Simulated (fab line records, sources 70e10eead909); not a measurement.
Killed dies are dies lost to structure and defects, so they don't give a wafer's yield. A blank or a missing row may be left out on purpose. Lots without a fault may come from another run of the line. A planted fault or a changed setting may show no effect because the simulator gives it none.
fab line records | flow nand_harc
record lots=13 wafers=39 last_day=34
route steps=1302 shown THIN_TSV@1245 END@1302
lots that met no fault: from a run of the same line without faults
start_h: hours from the record's first day to the start of the lot's first wafer shown | wait_h: hours since the lot's step before | " the same as in the row above | L1.1+2: a row that stands for several wafers | - no value, or no start given | * or withheld: withheld | < > ~ a bound
route shown NAME@n: a module of which the file shows steps, and the number in the route of the first | usual: mean/standard deviation of fault-free wafers | same: alike in all rows | chamber/n: place in a boat | sites: the reading at each site | _std_site: their standard deviation | _edge_site: outer sites' mean less inner sites' | radius_mm: how far each site lies from the wafer's centre | mask NAME#n: copy n | behind: the tool/chamber that last shaped the wafer | hold: why the lot was held/for how many hours/how that ended | device: the transistor (n, p or np) that didn't switch | end of line: the same wafers' tests at the end of the route | a step without rows: its recipe alone | killed: dies lost to structure and defects at the first sort, not the wafer's yield | map: a wafer's dies, x killed, . not, _ none there
set.NAME: the setting as run; set.NAME@STEP: as run at that earlier step | model.NAME: the simulator's own value behind a step, which no gauge read
steps of the route over a sample of lots; a table a step, a row a wafer
services: from which hour (start_h, from the record's first day; less than 0 if before it) a tool's chamber was out of use, for how many hours, and why
## steps
# step NHARC_THIN_TSV_CMP_01
# recipe target_thk_um=3
# usual motor_current_A=11.8/1.2
# columns lot.wafer tool chamber start_h wait_h motor_current_A
L727.3 cmp-03 2 538.87 0.7 13.5
L727.6 " 0 " " 13.2
L727.5 " 1 " " 10.2
L728.2 cmp-01 0 550.77 0.9 14.0
L728.6 " 2 " " 10.9
L728.5 " 3 " " 13.1
L733.2 cmp-01 1 614.12 0.8 11.2
L733.1 " 3 " " 12.7
L733.3 " 0 " " 13.3
L734.3 cmp-02 2 626.27 0.7 10.4
L734.1 " 0 " " 12.9
L734.6 " 2 " " 10.7
L739.4 cmp-02 2 636.58 0.4 10.6
L739.2 " 0 " " 13.3
L739.5 " 3 " " 10.8
L740.1 cmp-02 2 692.77 1.1 11.2
L740.2 " 3 " " 10.5
L740.3 " 0 " " 12.8
L741.1 cmp-03 3 707.23 1.0 11.0
L741.3 " 0 " " 12.9
L741.2 " 2 " " 13.2
L746.3 cmp-01 1 715.92 0.6 11.8
L746.2 " 3 " " 13.6
L746.5 " 2 " " 11.4
L745.1 cmp-01 1 733.86 1.0 11.0
L745.4 " 0 " " 13.4
L745.6 " 1 " " 11.6
L747.3 cmp-03 3 745.30 0.6 11.2
L747.4 " 2 " " 13.3
L747.6 " 3 " " 11.0
L748.1 cmp-02 1 756.37 1.0 12.0
L748.4 " 3 " " 10.1
L748.5 " 1 " " 11.8
L750.4 cmp-02 1 770.32 0.5 11.4
L750.3 " 2 " " 10.1
L750.6 " 0 " " 13.4
L749.2 cmp-02 2 806.87 0.8 10.7
L749.3 " 1 " " 11.5
L749.6 " 3 " " 10.8
# step NHARC_THIN_TSV_DESCUM_14
# recipe time_s=3 o2_flow_sccm=200 ar_flow_sccm=0 bias_power_w=0 chemistry=O2
# usual drypump_motor_current_A=5.8/0.46 mfc_ar_sccm=0.018/0.015 oes_product_au=0.998/0.0071 rf_vpp_V=57.6/0.89 showerhead_plenum_p_Torr=1.89/0.073 throttle_valve_pct=11.312/0.0094
# columns lot.wafer tool chamber start_h wait_h drypump_motor_current_A mfc_ar_sccm oes_product_au rf_hours_counter_h rf_vpp_V showerhead_plenum_p_Torr throttle_valve_pct
L727.3 rie_diel-05 3 540.34 - 5.2 0 0.998 6 57.1 1.90 11.310
L727.5 " 0 " " 5.7 0.007 0.985 - 58.3 2.02 11.311
L727.6 " 1 " " 6.2 0 1.003 - 58.3 1.81 11.305
L728.2 rie_diel-05 1 552.20 - 6.2 0 0.988 6 58.7 1.81 11.302
L728.5 " 1 " " 6.2 0 0.989 - 58.0 1.81 11.314
L728.6 " 2 " " 6.1 0.006 0.989 - 55.1 1.84 11.304
L733.1 rie_diel-13 1 615.62 - 5.2 0.042 1.008 3 58.4 1.84 11.310
L733.2 " 2 " " 5.0 0.018 0.997 2 58.3 1.92 11.323
L733.3 " 3 " " 6.3 0.021 1.008 4 57.8 1.79 11.304
L734.1 rie_diel-01 0 627.76 - 5.8 0.041 0.986 4 57.9 1.92 11.309
L734.3 " 1 " " 5.8 0.034 0.990 5 58.8 1.83 11.313
L734.6 " 3 " " 6.2 0.024 0.991 - 59.8 1.90 11.302
L739.2 rie_diel-05 3 638.06 - 5.2 0 0.993 1 58.1 1.89 11.321
L739.4 " 2 " " 6.2 0.006 1.006 1 57.1 1.84 11.313
L739.5 " 3 " " 5.2 0 0.994 - 56.6 1.89 11.324
L740.2 rie_diel-01 1 694.10 - 5.8 0.034 0.996 10 58.8 1.82 11.316
L740.3 " 2 " " 6.3 0.001 1.013 9 57.4 2.00 11.317
L740.1 " 3 " " 6.2 0.024 1.005 8 57.8 1.90 11.297
L741.2 rie_diel-01 2 708.60 - 6.3 0.001 0.997 10 58.9 2.00 11.292
L741.3 " 3 " " 6.3 0.024 1.003 9 55.9 1.90 11.310
L741.1 " 0 " " 5.7 0.041 0.993 9 56.8 1.92 11.303
L746.3 rie_diel-05 3 717.40 - 5.2 0 0.986 5 56.6 1.89 11.283
L746.2 " 1 " " 6.2 0 0.993 5 55.9 1.81 11.311
L746.5 " 0 " " 5.7 0.007 1.000 - 59.1 2.02 11.329
L745.4 rie_diel-13 2 735.21 - 5.0 0.018 1.004 3 57.1 1.92 11.321
L745.1 " 3 " " 6.3 0.021 1.001 2 57.6 1.79 11.304
L745.6 " 3 " " 6.3 0.021 0.994 - 56.2 1.78 11.320
L747.3 rie_diel-01 1 746.79 - 5.8 0.034 0.999 0 57.4 1.82 11.305
L747.4 " 2 " " 6.3 0.001 0.985 0 56.6 1.99 11.315
L747.6 " 3 " " 6.3 0.024 0.992 - 59.3 1.90 11.307
L748.4 rie_diel-01 1 757.71 - 5.8 0.034 0.992 1 55.4 1.82 11.317
L748.1 " 3 " " 6.3 0.024 0.986 1 56.9 1.90 11.328
L748.5 " 1 " " 5.8 0.034 0.998 - 56.7 1.82 11.307
L750.4 rie_diel-13 2 771.81 - 5.0 0.018 0.999 5 58.0 1.92 11.330
L750.3 " 3 " " 6.3 0.021 0.998 5 57.5 1.78 11.303
L750.6 " 2 " " 5.0 0.018 1.006 - 58.0 1.92 11.313
L749.3 rie_diel-13 1 808.36 - 5.2 0.042 1.002 6 57.4 1.83 11.299
L749.2 " 2 " " 5.0 0.018 1.006 6 57.1 1.92 11.316
L749.6 " 3 " " 6.3 0.021 1.006 - 56.2 1.78 11.313
# step NHARC_THIN_TSV_ETCHBACK_48
# recipe target_depth_a=10285 over_etch_frac=0.3 time_s=405.17 ion_energy_ev=250 c4f8_flow_sccm=withheld ar_flow_sccm=withheld rf_w=600 bias_w=300 chemistry=C4F8/Ar
# usual oes_product_au=0.95/0.033 rf_vpp_V=545.8/2.8
# columns lot.wafer tool chamber start_h wait_h oes_product_au rf_hours_counter_h rf_vpp_V
L727.3 rie_diel-01 3 542.56 - 0.99 11 545.3
L727.6 " 2 " " 0.98 - 550.4
L727.5 " 3 " " 0.98 - 547.8
L728.2 rie_diel-05 3 554.31 - 0.91 7 546.9
L728.5 " 2 " " 0.92 - 544.3
L728.6 " 3 " " 0.91 - 546.7
L733.2 rie_diel-01 2 617.80 - 0.92 4 550.7
L733.1 " 3 " " 0.93 4 547.6
L733.3 " 0 " " 0.93 4 546.0
L734.3 rie_diel-01 1 629.87 - 0.92 5 542.6
L734.1 " 2 " " 0.93 5 548.4
L734.6 " 1 " " 0.93 - 542.6
L739.4 rie_diel-05 2 640.36 - 0.92 2 545.6
L739.2 " 3 " " 0.91 2 546.3
L739.5 " 3 " " 0.93 - 546.6
L740.1 rie_diel-01 0 696.21 - 0.92 9 548.6
L740.3 " 1 " " 0.92 10 542.2
L740.2 " 2 " " 0.92 10 548.7
L741.2 rie_diel-01 0 710.73 - 0.93 10 547.0
L741.1 " 1 " " 0.93 11 542.3
L741.3 " 2 " " 0.93 10 550.5
L746.3 rie_diel-01 1 719.66 - 0.91 12 544.3
L746.2 " 3 " " 0.92 10 545.8
L746.5 " 2 " " 0.92 - 549.2
L745.1 rie_diel-05 3 737.31 - 0.92 6 546.2
L745.4 " 0 " " 0.91 5 550.1
L745.6 " 2 " " 0.91 - 543.5
L747.3 rie_diel-05 1 748.87 - 0.99 6 543.7
L747.4 " 3 " " 1.00 7 546.9
L747.6 " 1 " " 0.99 - 542.6
L748.4 rie_diel-05 1 759.81 - 0.91 6 543.7
L748.1 " 3 " " 0.92 7 547.3
L748.5 " 2 " " 0.93 - 543.4
L750.3 rie_diel-01 3 773.88 - 0.92 2 545.8
L750.4 " 0 " " 0.94 - 548.0
L750.6 " 1 " " 0.93 - 544.2
L749.3 rie_diel-13 2 810.46 - 0.92 6 546.9
L749.2 " 0 " " 0.93 7 542.3
L749.6 " 2 " " 0.93 - 547.7
# step NHARC_THIN_TSV_DEGAS_49
# recipe temp_c=300 time_s=120
# usual heater_power_w=460/41
# columns lot.wafer tool chamber start_h wait_h heater_power_w
L727.3 pvd_sputter-01 - 543.07 0.1 481
L727.6 " - " " 445
L727.5 " - " " 511
L728.2 pvd_sputter-01 - 554.80 0.1 456
L728.5 " - " " 443
L728.6 " - " " 493
L733.2 pvd_sputter-01 - 618.29 0.1 429
L733.1 " - " " 437
L733.3 " - " " 515
L734.3 pvd_sputter-02 - 630.36 0.1 481
L734.1 " - " " 519
L734.6 " - " " 521
L739.4 pvd_sputter-01 - 640.91 0.1 541
L739.2 " - " " 425
L739.5 " - " " 448
L740.2 pvd_sputter-02 - 697.27 0.2 400
L740.3 " - " " 487
L740.1 " - " " 503
L741.2 pvd_sputter-02 - 711.23 0.2 521
L741.3 " - " " 396
L741.1 " - " " 495
L746.3 pvd_sputter-03 - 720.20 0.1 406
L746.2 " - " " 496
L746.5 " - " " 476
L745.4 pvd_sputter-02 - 737.81 0.1 409
L745.1 " - " " 495
L745.6 " - " " 392
L747.4 pvd_sputter-01 - 749.41 0.1 439
L747.3 " - " " 522
L747.6 " - " " 437
L748.4 pvd_sputter-02 - 760.35 0.1 510
L748.1 " - " " 392
L748.5 " - " " 496
L750.4 pvd_sputter-01 - 774.49 0.1 467
L750.3 " - " " 458
L750.6 " - " " 451
L749.3 pvd_sputter-03 - 810.98 0.1 407
L749.2 " - " " 487
L749.6 " - " " 498
# step NHARC_END_SORT_01
# recipe temp_c=25
# usual defect_limited_yield=90.8/2.2 killed_at_array=58/15 killed_at_other=0.8/1.2 killed_at_periphery=3.5/2.5 killed_dies=62/15 killed_open=3.2/1.7 killed_short=2.4/1.5
# same gross_dies=677
# columns lot.wafer tool chamber start_h wait_h defect_limited_yield[%] killed_at_array killed_at_other killed_at_periphery killed_dies killed_open killed_short
L727.3 prober-02 0 556.97 3.1 89.2 71 2 0 73 4 2
L727.5 prober-02 0 558.58 3.7 89.7 66 0 4 70 5 2
L727.6 prober-02 0 559.39 4.0 87.9 82 0 0 82 5 1
L728.2 prober-02 0 566.79 2.8 91.0 59 0 2 61 2 0
L728.5 prober-02 0 569.16 3.7 91.4 54 1 3 58 3 1
L728.6 prober-02 0 569.95 3.9 90.8 58 0 4 62 5 1
L733.1 prober-02 0 631.57 2.5 84.9 13 89 0 102 0 0
L733.2 prober-02 0 632.38 2.8 84.0 52 53 3 108 1 0
L733.3 prober-02 0 633.18 3.1 80.1 44 91 0 135 4 1
L734.1 prober-02 0 644.12 2.5 82.7 59 50 8 117 8 3
L734.3 prober-02 0 645.73 3.1 80.8 55 71 4 130 4 2
L734.6 prober-02 0 648.15 4.0 82.1 40 74 7 121 2 2
L739.2 prober-02 0 660.47 2.8 87.7 80 0 3 83 2 3
L739.4 prober-02 0 662.04 3.4 88.6 75 0 2 77 2 2
L739.5 prober-02 0 662.83 3.6 87.9 78 0 4 82 3 2
L740.1 prober-02 0 708.06 2.5 94.2 36 0 3 39 3 4
L740.2 prober-02 0 708.86 2.8 95.6 24 0 6 30 3 3
L740.3 prober-02 0 709.66 3.1 95.1 25 0 8 33 3 3
L741.1 prober-01 0 723.47 2.5 94.1 34 4 2 40 6 2
L741.2 prober-01 0 724.27 2.8 95.0 31 1 2 34 2 2
L741.3 prober-01 0 725.08 3.1 93.6 38 2 3 43 3 3
L746.2 prober-02 0 734.12 2.7 90.3 63 0 3 66 1 1
L746.3 prober-02 0 734.90 3.0 90.8 60 1 1 62 3 1
L746.5 prober-02 0 736.46 3.6 85.8 91 0 5 96 3 4
L745.1 prober-02 0 749.96 2.5 92.8 39 0 10 49 4 1
L745.4 prober-02 0 752.38 3.4 91.9 51 0 4 55 2 2
L745.6 prober-02 0 754.00 4.0 92.0 49 0 5 54 3 1
L747.3 prober-01 0 763.20 3.1 89.2 68 2 3 73 4 3
L747.4 prober-01 0 764.00 3.4 89.7 67 0 3 70 2 3
L747.6 prober-01 0 765.61 4.0 91.4 55 2 1 58 3 0
L748.1 prober-02 0 772.56 2.5 90.7 57 1 5 63 3 5
L748.4 prober-02 0 774.97 3.4 90.5 63 0 1 64 3 1
L748.5 prober-02 0 775.77 3.7 90.3 61 0 5 66 3 4
L750.3 prober-01 0 788.48 3.1 92.8 44 4 1 49 2 5
L750.4 prober-01 0 789.28 3.4 91.1 55 3 2 60 3 3
L750.6 prober-01 0 790.88 4.0 92.3 49 1 2 52 2 4
L749.2 prober-01 0 823.84 2.8 91.7 52 1 3 56 3 3
L749.3 prober-01 0 824.65 3.1 91.9 53 0 2 55 2 1
L749.6 prober-01 0 827.07 4.0 91.4 56 0 2 58 1 5
# killed by level:class
L727.3 A_CHANNEL_HOLE_D1:chamber_film_flake=30 A_CHANNEL_HOLE_D2:chamber_film_flake=18 A_SLIT:chamber_film_flake=11 A_STAIRCASE:chamber_film_flake=5 THIN_TSV:chamber_film_flake=2 A_CHANNEL_FILL_D1:geometric_particle:open=1 A_ONON_D2:geometric_particle:open=1 A_CHANNEL_FILL_D2:geometric_particle:short=1
L727.5 A_CHANNEL_HOLE_D2:chamber_film_flake=22 A_CHANNEL_HOLE_D1:chamber_film_flake=17 A_SLIT:chamber_film_flake=14 A_STAIRCASE:chamber_film_flake=4 A_CONTACT:chamber_film_flake=4 P_M0:geometric_particle:open=2 P_CONTACT:geometric_particle:open=1 A_CHANNEL_FILL_D1:geometric_particle:open=1
L727.6 A_CHANNEL_HOLE_D1:chamber_film_flake=24 A_CHANNEL_HOLE_D2:chamber_film_flake=22 A_SLIT:chamber_film_flake=19 A_M0:geometric_particle:open=3 A_STAIRCASE:chamber_film_flake=3 A_CONTACT:chamber_film_flake=3 A_CHANNEL_FILL_D2:chamber_film_flake=2 A_ONON_D2:geometric_particle:open=1
L728.2 A_CHANNEL_HOLE_D2:chamber_film_flake=35 A_STAIRCASE:chamber_film_flake=10 A_ZERO_WELL:chamber_film_flake=4 A_WL_FILL:chamber_film_flake=3 A_CHANNEL_HOLE_D1:chamber_film_flake=2 A_CONTACT:chamber_film_flake=2 A_ONON_D1:geometric_particle:open=1 A_CHANNEL_FILL_D1:geometric_particle:open=1
L728.5 A_CHANNEL_HOLE_D2:chamber_film_flake=35 A_STAIRCASE:chamber_film_flake=4 A_ZERO_WELL:chamber_film_flake=3 A_WL_FILL:chamber_film_flake=3 A_CONTACT:chamber_film_flake=3 A_CHANNEL_HOLE_D1:chamber_film_flake=2 A_ONON_D1:geometric_particle:open=1 A_ONON_D2:geometric_particle:open=1
L728.6 A_CHANNEL_HOLE_D2:chamber_film_flake=34 A_STAIRCASE:chamber_film_flake=6 A_CONTACT:chamber_film_flake=4 A_ZERO_WELL:chamber_film_flake=3 A_WL_FILL:chamber_film_flake=3 A_CHANNEL_FILL_D1:chamber_film_flake=2 P_GATE:geometric_particle:open=1 A_SOURCE_PLATE:geometric_particle:open=1
L733.1 THIN_TSV:unspecified=89 A_SLIT:chamber_film_flake=6 A_CONTACT:chamber_film_flake=2 A_ZERO_WELL:chamber_film_flake=1 A_CHANNEL_HOLE_D1:chamber_film_flake=1 A_CHANNEL_FILL_D1:chamber_film_flake=1 A_CHANNEL_HOLE_D2:chamber_film_flake=1 A_STAIRCASE:chamber_film_flake=1
L733.2 THIN_TSV:unspecified=53 A_SLIT:chamber_film_flake=30 A_CHANNEL_HOLE_D2:chamber_film_flake=11 A_CHANNEL_HOLE_D1:chamber_film_flake=4 A_CONTACT:chamber_film_flake=3 P_GATE:chamber_film_flake=2 A_WL_FILL:chamber_film_flake=2 P_CONTACT:geometric_particle:open=1
L733.3 THIN_TSV:unspecified=91 A_SLIT:chamber_film_flake=22 A_CHANNEL_HOLE_D2:chamber_film_flake=8 A_CONTACT:chamber_film_flake=5 A_BLC:geometric_particle:open=2 A_STAIRCASE:chamber_film_flake=2 A_ONON_D1:geometric_particle:open=1 A_CHANNEL_HOLE_D1:geometric_particle:short=1
L734.1 THIN_TSV:unspecified=49 A_CHANNEL_HOLE_D2:chamber_film_flake=26 A_CONTACT:chamber_film_flake=8 A_STAIRCASE:chamber_film_flake=6 A_CHANNEL_HOLE_D1:chamber_film_flake=4 A_SLIT:chamber_film_flake=3 A_M1:chamber_film_flake=3 P_GATE:geometric_particle:open=2
L734.3 THIN_TSV:unspecified=71 A_CHANNEL_HOLE_D2:chamber_film_flake=22 A_STAIRCASE:chamber_film_flake=10 A_CHANNEL_HOLE_D1:chamber_film_flake=6 A_CONTACT:chamber_film_flake=5 P_ZERO_WELL:chamber_film_flake=3 A_DECK1_JOINT:geometric_particle:open=1 A_DECK1_JOINT:geometric_particle:short=1
L734.6 THIN_TSV:unspecified=74 A_CHANNEL_HOLE_D2:chamber_film_flake=19 A_SLIT:chamber_film_flake=5 A_STAIRCASE:chamber_film_flake=5 P_ZERO_WELL:chamber_film_flake=3 A_CONTACT:chamber_film_flake=3 P_BONDPAD:chamber_film_flake=2 A_CHANNEL_HOLE_D1:chamber_film_flake=2
L739.2 A_CHANNEL_HOLE_D1:chamber_film_flake=35 A_SLIT:chamber_film_flake=33 A_STAIRCASE:chamber_film_flake=3 P_BONDPAD:chamber_film_flake=2 A_DECK1_JOINT:chamber_film_flake=2 A_CHANNEL_FILL_D1:geometric_particle:short=1 A_ONON_D2:geometric_particle:short=1 A_WL_FILL:geometric_particle:short=1
L739.4 A_CHANNEL_HOLE_D1:chamber_film_flake=40 A_SLIT:chamber_film_flake=26 A_CONTACT:chamber_film_flake=2 A_ONON_D1:geometric_particle:open=1 A_CHANNEL_FILL_D1:geometric_particle:short=1 A_WL_FILL:geometric_particle:short=1 A_M0:geometric_particle:open=1 P_GATE:chamber_film_flake=1
L739.5 A_SLIT:chamber_film_flake=33 A_CHANNEL_HOLE_D1:chamber_film_flake=33 P_BONDPAD:chamber_film_flake=2 A_STAIRCASE:chamber_film_flake=2 A_CONTACT:chamber_film_flake=2 A_ONON_D1:geometric_particle:open=1 A_ONON_D2:geometric_particle:short=1 A_ONON_D2:geometric_particle:open=1
L740.1 A_CHANNEL_HOLE_D1:chamber_film_flake=12 A_CONTACT:chamber_film_flake=5 A_SLIT:chamber_film_flake=4 A_SOURCE_PLATE:geometric_particle:short=2 A_BLC:geometric_particle:open=2 A_DECK1_JOINT:chamber_film_flake=2 A_CHANNEL_HOLE_D2:chamber_film_flake=2 A_STAIRCASE:chamber_film_flake=2
L740.2 A_CHANNEL_HOLE_D1:chamber_film_flake=9 A_DECK1_JOINT:chamber_film_flake=4 A_CHANNEL_FILL_D1:chamber_film_flake=3 P_M0:geometric_particle:open=2 P_GATE:chamber_film_flake=2 P_CONTACT:geometric_particle:short=1 A_CHANNEL_HOLE_D1:geometric_particle:short=1 A_ONON_D2:geometric_particle:short=1
L740.3 A_CONTACT:chamber_film_flake=8 A_CHANNEL_HOLE_D1:chamber_film_flake=4 P_STI:chamber_film_flake=3 A_SLIT:chamber_film_flake=3 P_GATE:chamber_film_flake=2 A_CHANNEL_HOLE_D2:chamber_film_flake=2 P_CONTACT:geometric_particle:short=1 A_ONON_D1:geometric_particle:open=1
L741.1 A_STAIRCASE:chamber_film_flake=11 A_CHANNEL_HOLE_D1:chamber_film_flake=6 A_SLIT:chamber_film_flake=4 A_BONDPAD:chamber_film_flake=4 A_ONON_D2:geometric_particle:open=3 THIN_TSV:chamber_film_flake=3 P_M0:geometric_particle:open=1 A_ONON_D1:geometric_particle:short=1
L741.2 A_CHANNEL_HOLE_D1:chamber_film_flake=10 A_STAIRCASE:chamber_film_flake=6 A_SLIT:chamber_film_flake=4 A_BONDPAD:chamber_film_flake=4 A_DECK1_JOINT:geometric_particle:open=1 A_CHANNEL_FILL_D2:geometric_particle:short=1 A_M0:geometric_particle:open=1 A_WL_FILL:geometric_particle:short=1
L741.3 A_STAIRCASE:chamber_film_flake=11 A_CHANNEL_HOLE_D1:chamber_film_flake=8 A_BONDPAD:chamber_film_flake=6 A_CONTACT:chamber_film_flake=4 A_CHANNEL_FILL_D2:geometric_particle:short=2 P_GATE:chamber_film_flake=2 A_CHANNEL_HOLE_D2:chamber_film_flake=2 A_M0:chamber_film_flake=2
L746.2 A_SLIT:chamber_film_flake=28 A_CHANNEL_HOLE_D2:chamber_film_flake=18 A_CONTACT:chamber_film_flake=5 A_CHANNEL_HOLE_D1:chamber_film_flake=4 A_CHANNEL_FILL_D2:chamber_film_flake=3 A_STAIRCASE:chamber_film_flake=3 P_GATE:chamber_film_flake=2 A_SOURCE_PLATE:geometric_particle:short=1
L746.3 A_SLIT:chamber_film_flake=25 A_CHANNEL_HOLE_D2:chamber_film_flake=15 A_CHANNEL_HOLE_D1:chamber_film_flake=5 A_CONTACT:chamber_film_flake=4 A_CHANNEL_FILL_D2:chamber_film_flake=3 A_STAIRCASE:chamber_film_flake=3 A_ZERO_WELL:chamber_film_flake=2 A_SOURCE_PLATE:geometric_particle:short=1
L746.5 A_SLIT:chamber_film_flake=35 A_CHANNEL_HOLE_D2:chamber_film_flake=25 A_CHANNEL_HOLE_D1:chamber_film_flake=10 A_CONTACT:chamber_film_flake=7 A_STAIRCASE:chamber_film_flake=6 P_GATE:chamber_film_flake=3 A_WL_FILL:geometric_particle:open=2 A_CHANNEL_FILL_D2:chamber_film_flake=2
L745.1 A_CHANNEL_HOLE_D1:chamber_film_flake=25 P_STI:chamber_film_flake=5 A_SLIT:chamber_film_flake=4 A_WL_FILL:chamber_film_flake=3 A_CHANNEL_FILL_D2:geometric_particle:open=2 P_M0:chamber_film_flake=2 A_BLC:geometric_particle:open=1 A_M0:geometric_particle:open=1
L745.4 A_CHANNEL_HOLE_D1:chamber_film_flake=39 A_SLIT:chamber_film_flake=4 P_STI:chamber_film_flake=3 A_WL_FILL:geometric_particle:short=2 A_M0:chamber_film_flake=2 A_ONON_D2:geometric_particle:open=1 A_CHANNEL_FILL_D2:geometric_particle:open=1 P_CONTACT:chamber_film_flake=1
L745.6 A_CHANNEL_HOLE_D1:chamber_film_flake=33 P_STI:chamber_film_flake=3 A_M0:chamber_film_flake=3 A_ONON_D2:geometric_particle:open=2 A_CHANNEL_FILL_D1:chamber_film_flake=2 A_CONTACT:chamber_film_flake=2 A_CHANNEL_FILL_D1:geometric_particle:open=1 A_ONON_D2:geometric_particle:short=1
L747.3 A_CHANNEL_HOLE_D2:chamber_film_flake=28 A_CHANNEL_HOLE_D1:chamber_film_flake=13 A_CONTACT:chamber_film_flake=10 A_SLIT:chamber_film_flake=8 A_WL_FILL:chamber_film_flake=2 THIN_TSV:chamber_film_flake=2 P_CONTACT:geometric_particle:open=1 P_M0:geometric_particle:open=1
L747.4 A_CHANNEL_HOLE_D2:chamber_film_flake=25 A_CHANNEL_HOLE_D1:chamber_film_flake=17 A_SLIT:chamber_film_flake=9 A_CONTACT:chamber_film_flake=6 P_GATE:geometric_particle:short=2 A_ZERO_WELL:chamber_film_flake=2 A_STAIRCASE:chamber_film_flake=2 A_WL_FILL:chamber_film_flake=2
L747.6 A_CHANNEL_HOLE_D2:chamber_film_flake=19 A_CONTACT:chamber_film_flake=12 A_CHANNEL_HOLE_D1:chamber_film_flake=9 A_SLIT:chamber_film_flake=4 A_STAIRCASE:chamber_film_flake=4 A_WL_FILL:chamber_film_flake=4 THIN_TSV:chamber_film_flake=2 P_M0:geometric_particle:open=1
L748.1 A_SLIT:chamber_film_flake=26 A_CHANNEL_HOLE_D1:chamber_film_flake=10 A_CHANNEL_HOLE_D2:chamber_film_flake=6 A_WL_FILL:chamber_film_flake=3 A_WL_FILL:geometric_particle:short=2 P_ZERO_WELL:chamber_film_flake=2 P_GATE:chamber_film_flake=2 A_ZERO_WELL:chamber_film_flake=2
L748.4 A_SLIT:chamber_film_flake=29 A_CHANNEL_HOLE_D1:chamber_film_flake=21 A_CHANNEL_HOLE_D2:chamber_film_flake=3 A_CHANNEL_FILL_D1:chamber_film_flake=2 A_CONTACT:chamber_film_flake=2 A_CHANNEL_HOLE_D1:geometric_particle:short=1 A_DECK1_JOINT:geometric_particle:open=1 A_ONON_D2:geometric_particle:open=1
L748.5 A_SLIT:chamber_film_flake=30 A_CHANNEL_HOLE_D2:chamber_film_flake=10 A_CHANNEL_HOLE_D1:chamber_film_flake=9 A_CHANNEL_FILL_D1:chamber_film_flake=4 A_ONON_D2:geometric_particle:short=2 P_GATE:chamber_film_flake=2 P_GATE:geometric_particle:open=1 P_M0:geometric_particle:short=1
L750.3 A_CHANNEL_HOLE_D1:chamber_film_flake=16 A_SLIT:chamber_film_flake=7 A_CONTACT:chamber_film_flake=5 A_BLC:chamber_film_flake=4 A_CHANNEL_HOLE_D2:chamber_film_flake=3 A_CHANNEL_FILL_D2:geometric_particle:short=2 STARTING-WAFER:geometric_particle:short=2 A_ZERO_WELL:chamber_film_flake=2
L750.4 A_CHANNEL_HOLE_D1:chamber_film_flake=29 A_SLIT:chamber_film_flake=11 A_CONTACT:chamber_film_flake=4 P_CONTACT:geometric_particle:open=2 HYBRID_BOND:chamber_film_flake=2 A_DECK1_JOINT:chamber_film_flake=2 A_STAIRCASE:chamber_film_flake=2 A_BLC:chamber_film_flake=2
L750.6 A_CHANNEL_HOLE_D1:chamber_film_flake=20 A_SLIT:chamber_film_flake=11 A_CONTACT:chamber_film_flake=4 A_ZERO_WELL:chamber_film_flake=3 A_DECK1_JOINT:chamber_film_flake=2 A_CHANNEL_HOLE_D2:chamber_film_flake=2 A_BLC:chamber_film_flake=2 P_M2:geometric_particle:open=1
L749.2 A_SLIT:chamber_film_flake=39 A_CONTACT:chamber_film_flake=4 A_CHANNEL_FILL_D1:chamber_film_flake=2 A_ONON_D1:geometric_particle:short=1 A_ONON_D1:geometric_particle:open=1 A_CHANNEL_FILL_D1:geometric_particle:open=1 A_WL_FILL:geometric_particle:open=1 A_BLC:geometric_particle:short=1
L749.3 A_SLIT:chamber_film_flake=34 A_CHANNEL_HOLE_D2:chamber_film_flake=5 A_STAIRCASE:chamber_film_flake=5 A_CONTACT:chamber_film_flake=3 A_WL_FILL:chamber_film_flake=2 P_BONDPAD:chamber_film_flake=2 A_CHANNEL_FILL_D1:geometric_particle:open=1 A_DECK1_JOINT:geometric_particle:open=1
L749.6 A_SLIT:chamber_film_flake=35 A_CONTACT:chamber_film_flake=6 A_STAIRCASE:chamber_film_flake=5 A_DECK1_JOINT:geometric_particle:short=3 A_M1:chamber_film_flake=2 P_M2:geometric_particle:open=1 A_CHANNEL_FILL_D1:geometric_particle:short=1 A_ONON_D2:geometric_particle:short=1
## services
# columns tool chamber start_h hours kind
rie_diel-01 2 520.61 2.8 repair
rie_diel-05 2 537.24 7.2 repair
cmp-02 - 539.89 4.0 pm
rie_diel-01 2 548.55 2.6 repair
rie_diel-01 - 557.82 9.0 pm
rie_diel-01 0 568.45 6.7 repair
pvd_sputter-01 - 580.46 1.2 repair
rie_diel-05 - 583.60 9.0 pm
pvd_sputter-01 - 584.16 10.0 pm
cmp-02 - 590.67 0.6 repair
cmp-02 - 611.71 1.9 repair
rie_diel-01 0 618.00 2.5 repair
cmp-02 - 620.16 0.8 repair
cmp-02 - 621.33 1.4 repair
cmp-02 - 638.03 4.0 pm
pvd_sputter-01 - 667.92 2.1 repair
cmp-02 - 708.28 2.6 repair
rie_diel-01 - 711.71 1.4 repair
pvd_sputter-01 - 714.06 1.1 repair
rie_diel-01 - 734.91 9.0 pm
rie_diel-05 0 735.03 2.0 repair
rie_diel-05 - 760.60 9.0 pm
rie_diel-01 2 768.46 5.6 repair
rie_diel-05 0 778.20 8.0 repair
## key
first_sign step=NHARC_END_SORT_01 reading=killed_at_other direction=up sigmas=58 usual=0.8 struck=71.3
effect step=NHARC_END_SORT_01 reading=defect_limited_yield direction=down sigmas=3.8 usual=90.8 struck=82.4
more_kills_born_at NHARC_THIN_TSV_ETCHBACK_48@rie_diel-01=427
met_at NHARC_THIN_TSV_ETCHBACK_48
struck_lots L733,L734
not_acting_at NHARC_THIN_TSV_CMP_01,NHARC_THIN_TSV_DESCUM_14,NHARC_THIN_TSV_DEGAS_49
onset_between 542.56 617.80
fault kind=chamber_particle_source tool=rie_diel-01 chamber=- onset_h=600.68 steps=NHARC_THIN_TSV_ETCHBACK_48 rate_per_visit_cm2=1.1005 end_h=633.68
